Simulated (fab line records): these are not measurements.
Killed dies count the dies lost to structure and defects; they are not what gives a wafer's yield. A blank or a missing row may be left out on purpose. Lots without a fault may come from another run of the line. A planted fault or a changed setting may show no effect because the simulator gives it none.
Which tool is to blame? + flow nandHarc + 36 wafers from 12 lots sampled at 5 of the route's 1159 steps

== WHAT EACH GAUGE READ, for each wafer ==
NHARC_END_SORT_01.
| lot  | measured     | on        | killedAtArray | killedAtOther | killedAtPeriphery | killedDies | killedOpen | killedShort |
|------|--------------|-----------|---------------|---------------|-------------------|------------|------------|-------------|
| L846 | day 21 13:56 | prober-02 | 652 18 658    | 0 1 0         | 4 7 8             | 656 26 666 | 1 2 2      | 3 3 1       |

== WHAT TOOL EACH LOT RAN ON (gives the tool, then ch and the chambers of the sampled wafers, and finally the start) ==
| lot  | NHARC_A_CONTACT_STRIP_55                     | NHARC_A_CONTACT_ETCH_75           | NHARC_A_CONTACT_ETCH_76                      | NHARC_A_CONTACT_ETCH_125           |
|------|----------------------------------------------|-----------------------------------|----------------------------------------------|------------------------------------|
| L838 | rieDiel-07 ch 0,2,3, day 16 19:34 or earlier | rieDiel-02 ch 0,2,3, day 16 19:34 | rieDiel-02 ch 1,2,3, day 16 20:56 or earlier | harCapEtch-02 ch 0,1, day 16 20:56 |
| L839 | rieDiel-07 ch 0,1,2, day 17 00:00 or earlier | rieDiel-01 ch 0,1,2, day 17 00:00 | rieDiel-01 ch 0,1, day 17 01:31 or earlier   | harCapEtch-03 ch 0,1, day 17 01:31 |
| L840 | rieDiel-01 ch 0,2,3, day 17 01:57 or earlier | rieDiel-01 ch 2,3, day 17 01:57   | rieDiel-01 ch 1,2, day 17 03:17 or earlier   | harCapEtch-01 ch 0,1, day 17 03:17 |
| L837 | rieDiel-01 ch 0,2, day 17 05:46 or earlier   | rieDiel-07 ch 0,1,3, day 17 05:46 | rieDiel-07 ch 1,2,3, day 17 07:05 or earlier | harCapEtch-01 ch 0,1, day 17 07:05 |
| L841 | rieDiel-07 ch 0,1,2, day 17 08:45 or earlier | rieDiel-01 ch 1,2,3, day 17 08:45 | rieDiel-01 ch 0,1,2, day 17 10:07 or earlier | harCapEtch-02 ch 0,1, day 17 10:07 |
| L842 | rieDiel-07 ch 0,2, day 17 13:48 or earlier   | rieDiel-01 ch 0,1, day 17 13:48   | rieDiel-01 ch 0,2,3, day 17 15:04 or earlier | harCapEtch-03 ch 1, day 17 15:04   |
| L846 | rieDiel-07 ch 2,3, day 18 22:11 or earlier   | rieDiel-01 ch 0,1, day 18 22:11   | rieDiel-01 ch 0,1,3, day 18 23:27 or earlier | harCapEtch-03 ch 0,1, day 18 23:27 |
| L854 | rieDiel-01 ch 1,2,3, day 20 11:04 or earlier | rieDiel-07 ch 0,2,3, day 20 11:04 | rieDiel-07 ch 1,2,3, day 20 12:18 or earlier | harCapEtch-03 ch 0,1, day 20 12:18 |
| L855 | rieDiel-07 ch 1,3, day 21 03:35 or earlier   | rieDiel-01 ch 0,2, day 21 03:35   | rieDiel-01 ch 0,1,2, day 21 04:52 or earlier | harCapEtch-01 ch 0,1, day 21 04:52 |
| L858 | rieDiel-07 ch 1,2,3, day 21 23:37 or earlier | rieDiel-07 ch 0,1,2, day 21 23:37 | rieDiel-07 ch 1,2,3, day 22 00:52 or earlier | harCapEtch-01 ch 0,1, day 22 00:52 |
| L856 | rieDiel-01 ch 0,1,3, day 22 01:02 or earlier | rieDiel-01 ch 0,3, day 22 01:02   | rieDiel-01 ch 0,1,2, day 22 02:26 or earlier | harCapEtch-03 ch 0,1, day 22 02:26 |
| L860 | rieDiel-01 ch 0,3, day 22 09:21 or earlier   | rieDiel-01 ch 1,3, day 22 09:21   | rieDiel-01 ch 0,1,2, day 22 10:45 or earlier | harCapEtch-01 ch 0,1, day 22 10:45 |
- NHARC_A_CONTACT_STRIP_55: strips in O2.
- NHARC_A_CONTACT_ETCH_75: etches the open film in CF4, target depth 39 nm, time 65 s.
- NHARC_A_CONTACT_ETCH_76: etches the open film in N2/H2, target depth 260 nm, time 475.3 s.
- NHARC_A_CONTACT_ETCH_125: etches the open film in C4F8/O2/Ar, time 155 s, target depth 956 nm.

== AS READ BY THE TOOLS THEMSELVES (means over the sampled wafers that have a number; for cases with no such wafer, the mark the record gives instead) ==
NHARC_A_CONTACT_STRIP_55.
| lot  | tool       | drypumpMotorCurrentA (A) | oesProductAu (a.u.) | rfVppV (V) | showerheadPlenumPTorr (Torr) | throttleValvePct (%) |
|------|------------|--------------------------|---------------------|------------|------------------------------|----------------------|
| L838 | rieDiel-07 | 5.62                     | 0.997               | 57.9       | 3.59                         | 17.030               |
| L839 | rieDiel-07 | 5.64                     | 1.002               | 57.5       | 3.60                         | 17.042               |
| L840 | rieDiel-01 | 5.84                     | 0.998               | 57.9       | 3.51                         | 17.038               |
| L837 | rieDiel-01 | 5.86                     | 0.995               | 58.1       | 3.65                         | 17.041               |
| L841 | rieDiel-07 | 5.65                     | 1.005               | 57.1       | 3.59                         | 17.044               |
| L842 | rieDiel-07 | 5.65                     | 0.996               | 57.5       | 3.61                         | 17.042               |
| L846 | rieDiel-07 | 5.57                     | 0.998               | 58.7       | 3.57                         | 17.043               |
| L854 | rieDiel-01 | 5.76                     | 0.998               | 57.6       | 3.53                         | 17.045               |
| L855 | rieDiel-07 | 5.50                     | 1.000               | 56.9       | 3.51                         | 17.043               |
| L858 | rieDiel-07 | 5.58                     | 0.989               | 58.2       | 3.53                         | 17.039               |
| L856 | rieDiel-01 | 5.93                     | 1.000               | 58.2       | 3.68                         | 17.033               |
| L860 | rieDiel-01 | 5.84                     | 0.993               | 59.1       | 3.73                         | 17.036               |

NHARC_A_CONTACT_ETCH_75.
| lot  | tool       | drypumpMotorCurrentA (A) | oesProductAu (a.u.) | rfVppV (V) | showerheadPlenumPTorr (Torr) | throttleValvePct (%) |
|------|------------|--------------------------|---------------------|------------|------------------------------|----------------------|
| L838 | rieDiel-02 | 5.70                     | 0.996               | 151.6      | 1.80                         | 13.286               |
| L839 | rieDiel-01 | 5.93                     | 0.995               | 151.9      | 1.83                         | 13.288               |
| L840 | rieDiel-01 | 5.67                     | 1.002               | 151.7      | 1.71                         | 13.278               |
| L837 | rieDiel-07 | 5.58                     | 1.004               | 151.3      | 1.78                         | 13.288               |
| L841 | rieDiel-01 | 5.77                     | 0.996               | 152.1      | 1.77                         | 13.292               |
| L842 | rieDiel-01 | 5.99                     | 1.000               | 151.7      | 1.83                         | 13.281               |
| L846 | rieDiel-01 | 6.07                     | 0.880               | 152.4      | 1.81                         | 13.290               |
| L854 | rieDiel-07 | 5.58                     | 1.009               | 151.7      | 1.79                         | 13.277               |
| L855 | rieDiel-01 | 5.84                     | 0.994               | 151.5      | 1.82                         | 13.285               |
| L858 | rieDiel-07 | 5.66                     | 1.002               | 151.0      | 1.79                         | 13.281               |
| L856 | rieDiel-01 | 5.99                     | 1.008               | 152.1      | 1.83                         | 13.285               |
| L860 | rieDiel-01 | 5.75                     | 0.997               | 153.3      | 1.88                         | 13.287               |

NHARC_A_CONTACT_ETCH_76.
| lot  | tool       | drypumpMotorCurrentA (A) | h2FlowSccm (sccm) | oesProductAu (a.u.) | rfVppV (V) | showerheadPlenumPTorr (Torr) | throttleValvePct (%) |
|------|------------|--------------------------|-------------------|---------------------|------------|------------------------------|----------------------|
| L838 | rieDiel-02 | 5.60                     | 149.9             | 0.998               | 431.3      | 2.07                         | 14.167               |
| L839 | rieDiel-01 | 6.09                     | 150.7             | 1.001               | 431.6      | 2.10                         | 14.172               |
| L840 | rieDiel-01 | 5.79                     | 150.1             | 0.997               | 432.8      | 2.13                         | 14.166               |
| L837 | rieDiel-07 | 5.58                     | 149.7             | 1.001               | 431.3      | 2.05                         | 14.177               |
| L841 | rieDiel-01 | 5.92                     | 150.5             | 1.000               | 432.4      | 2.12                         | 14.166               |
| L842 | rieDiel-01 | 5.86                     | 150.4             | 1.000               | 429.9      | 2.03                         | 14.169               |
| L846 | rieDiel-01 | 5.91                     | 150.1             | 1.004               | 430.1      | 2.03                         | 14.167               |
| L854 | rieDiel-07 | 5.54                     | 149.8             | 0.995               | 430.9      | 2.05                         | 14.172               |
| L855 | rieDiel-01 | 5.92                     | 149.8             | 0.996               | 433.0      | 2.11                         | 14.170               |
| L858 | rieDiel-07 | 5.56                     | 149.8             | 0.996               | 430.5      | 2.04                         | 14.177               |
| L856 | rieDiel-01 | 5.91                     | 149.8             | 1.001               | 432.7      | 2.11                         | 14.181               |
| L860 | rieDiel-01 | 5.92                     | 149.9             | 1.004               | 432.4      | 2.11                         | 14.170               |

NHARC_A_CONTACT_ETCH_125.
| lot  | tool          | oesAirLineAu (a.u.) |
|------|---------------|---------------------|
| L838 | harCapEtch-02 | 1.004               |
| L839 | harCapEtch-03 | 1.000               |
| L840 | harCapEtch-01 | 0.998               |
| L837 | harCapEtch-01 | 0.993               |
| L841 | harCapEtch-02 | 1.024               |
| L842 | harCapEtch-03 | 0.987               |
| L846 | harCapEtch-03 | 0.996               |
| L854 | harCapEtch-03 | 1.011               |
| L855 | harCapEtch-01 | 1.003               |
| L858 | harCapEtch-01 | 0.998               |
| L856 | harCapEtch-03 | 1.015               |
| L860 | harCapEtch-01 | 1.008               |

== THE ANSWER, worked out from the rows above alone ==
Rule: the lots themselves supply what counts as usual. The widest of any qualifying gaps counts: lots, ordered by their means at a reading, are off when they make up no more than a third of the lots, leave a main group of 4 or more, and stand apart from it by 3 or more times the standard deviation of that group's means. The tables above print the reading to a certain number of digits; a main group whose means all agree to those digits is not used. Also off: a lot with no number at a reading for which 4 or more lots have one. The other lots that the step has rows for count as sound. After the gauges, taken in route order, come the tools' own readings; for these a lot's mean is taken, as printed above. At the first step where some lot is off, the reading lying furthest off is the one used; lots without a number count as furthest.
Off: L846 (NHARC_A_CONTACT_ETCH_75, oesProductAu). The main group has a mean of 1.000 a.u. with a standard deviation of 0.005.
A tool fits if, at that step or a process step before it, it ran every lot that is off, and no sound lot after the first of them. With no start given for some of its lots, NHARC_A_CONTACT_STRIP_55 uses the hours and lot order of NHARC_A_CONTACT_ETCH_75. Not one of the candidates tried fits.

== WHAT THE SIMULATOR HAD PUT IN ==
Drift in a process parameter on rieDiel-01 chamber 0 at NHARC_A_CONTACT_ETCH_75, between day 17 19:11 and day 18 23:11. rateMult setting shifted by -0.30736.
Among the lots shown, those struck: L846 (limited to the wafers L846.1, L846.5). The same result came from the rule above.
